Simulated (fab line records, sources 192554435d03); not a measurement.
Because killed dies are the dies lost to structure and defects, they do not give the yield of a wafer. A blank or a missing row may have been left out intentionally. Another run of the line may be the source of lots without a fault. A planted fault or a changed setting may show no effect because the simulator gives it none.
Chamber matching    flow n5_finfet    N5_BEOL_M11_CMP_52 on cmp-02 has 4 sister chambers
The step polishes, stops on SiCOH lowk, t overpolish 7 s, target thk 140 nm. 4 wafers are shown with their chamber, then 11 later ones without.

## WAFERS PAIRED WITH THEIR CHAMBERS
wafer   chamber  motor_current_A (A)
L079.1  2        6.2
L078.5  1        6.0
L081.4  0        5.9
L082.2  3        5.7

## WAFERS WHOSE CHAMBER IS MISSING
wafer   motor_current_A (A)
L082.3  5.8
L082.5  6.0
L088.1  6.0
L088.2  6.0
L088.5  6.0
L093.1  6.0
L093.4  6.1
L093.5  5.9
L094.1  5.9
L094.5  5.8
L094.6  6.0

## CHAMBER TAKEN BY EACH
wafer   from the rows above           in truth
L082.3  can't be placed: 3 or 0 or 1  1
L082.5  can't be placed: 1 or 0       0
L088.1  can't be placed: 1 or 0       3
L088.2  can't be placed: 1 or 0       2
L088.5  can't be placed: 1 or 0       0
L093.1  can't be placed: 1 or 0       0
L093.4  can't be placed: 1 or 2 or 0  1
L093.5  can't be placed: 0 or 1       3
L094.1  can't be placed: 0 or 1       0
L094.5  can't be placed: 3 or 0 or 1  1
L094.6  can't be placed: 1 or 0       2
Correct placement for 0 of the 11. Not placeable from these rows: 11 (in 7, the candidates include the true chamber). 0 placed wrongly.
How it was worked out, from the rows above alone: a wafer's distance from a chamber is the root of the sum, over the readings, of the square of ((its reading less the chamber's mean) divided by the reading's scatter). If the next closest chamber is less than 2 further off than the closest, the wafer can't be placed; otherwise it belongs to the closest. The mean given for a chamber averages the wafers shown for that chamber. The scatter: with one shown wafer a chamber, the root of the mean of the squares of how far each hidden wafer lies from its nearest shown one.
